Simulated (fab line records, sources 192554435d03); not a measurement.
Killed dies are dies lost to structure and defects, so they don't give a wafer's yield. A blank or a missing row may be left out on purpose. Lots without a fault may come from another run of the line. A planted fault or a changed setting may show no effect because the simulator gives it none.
Chamber matching | flow n5_finfet | N5_BEOL_M11_CURE_72 on uv_cure-03: 3 sister chambers
The step cures SiCOH lowk, time 120 s. 22 wafers are shown with their chamber, then 11 later ones without.

WAFERS WITH THEIR CHAMBER
wafer  | chamber | wafer_temp_C_max | lamp_power_pct (%)
L074.1 | 1       | 371.8            | 52.39
L074.3 | 1       | 371.4            | 52.35
L074.5 | 1       | 371.6            | 52.31
L078.2 | 2       | 371.2            | 52.27
L078.4 | 2       | 371.1            | 52.38
L078.6 | 2       | 371.2            | 52.31
L080.1 | 0       | 371.7            | 52.32
L080.3 | 0       | 371.6            | 52.35
L080.5 | 0       | 371.8            | 52.32
L082.1 | 2       | 371.3            | 52.21
L082.4 | 2       | 371.2            | 52.37
L082.5 | 2       | 370.6            | 52.26
L081.1 | 2       | 371.0            | 52.25
L081.2 | 2       | 371.0            | 52.38
L081.6 | 2       | 370.8            | 52.35
L087.2 | 0       | 371.9            | 52.25
L087.3 | 0       | 372.4            | 52.38
L087.6 | 0       | 371.5            | 52.26
L089.1 | 2       | 371.0            | 52.38
L089.4 | 2       | 371.0            | 52.32
L089.6 | 2       | 370.7            | 52.31
L091.2 | 2       | 371.3            | 52.20

SIGNATURES (means of the wafers above)
reading          | chamber 0 | chamber 1 | chamber 2 | scatter within a chamber
wafer_temp_C_max | 371.817   | 371.600   | 371.031   | 0.249
lamp_power_pct   | 52.3133   | 52.3500   | 52.3069   | 0.0588
Rule: a wafer's distance from a chamber is the root of the sum, over the readings, of the square of ((its reading less the chamber's mean) divided by the reading's scatter). The wafer belongs to the nearest chamber; if the next one is less than 2 further off, it can't be placed. The scatter: the root of (the sum of the squares of (reading less its chamber's mean) over the shown wafers, divided by (wafers less chambers)).

WAFERS WITHOUT THEIR CHAMBER
wafer  | wafer_temp_C_max | lamp_power_pct (%)
L091.5 | 371.3            | 52.32
L091.6 | 371.5            | 52.31
L093.2 | 371.6            | 52.45
L093.3 | 371.9            | 52.29
L093.4 | 371.9            | 52.26
L094.3 | 371.8            | 52.36
L094.5 | 371.8            | 52.29
L094.6 | 371.6            | 52.39
L097.3 | 372.3            | 52.24
L097.4 | 371.6            | 52.19
L097.5 | 372.1            | 52.32

WHICH CHAMBER EACH WENT THROUGH
wafer  | from the rows above          | in truth
L091.5 | can't be placed: 2 or 1 or 0 | 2
L091.6 | can't be placed: 1 or 0 or 2 | 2
L093.2 | can't be placed: 1 or 0 or 2 | 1
L093.3 | can't be placed: 0 or 1      | 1
L093.4 | can't be placed: 0 or 1      | 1
L094.3 | can't be placed: 0 or 1      | 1
L094.5 | can't be placed: 0 or 1      | 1
L094.6 | can't be placed: 1 or 0      | 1
L097.3 | can't be placed: 0 or 1      | 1
L097.4 | can't be placed: 0 or 1 or 2 | 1
L097.5 | can't be placed: 0 or 1      | 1
Placed correctly: 0 of 11. Can't be placed from these rows: 11 (the true chamber is among the candidates in 11). Placed wrongly: 0.
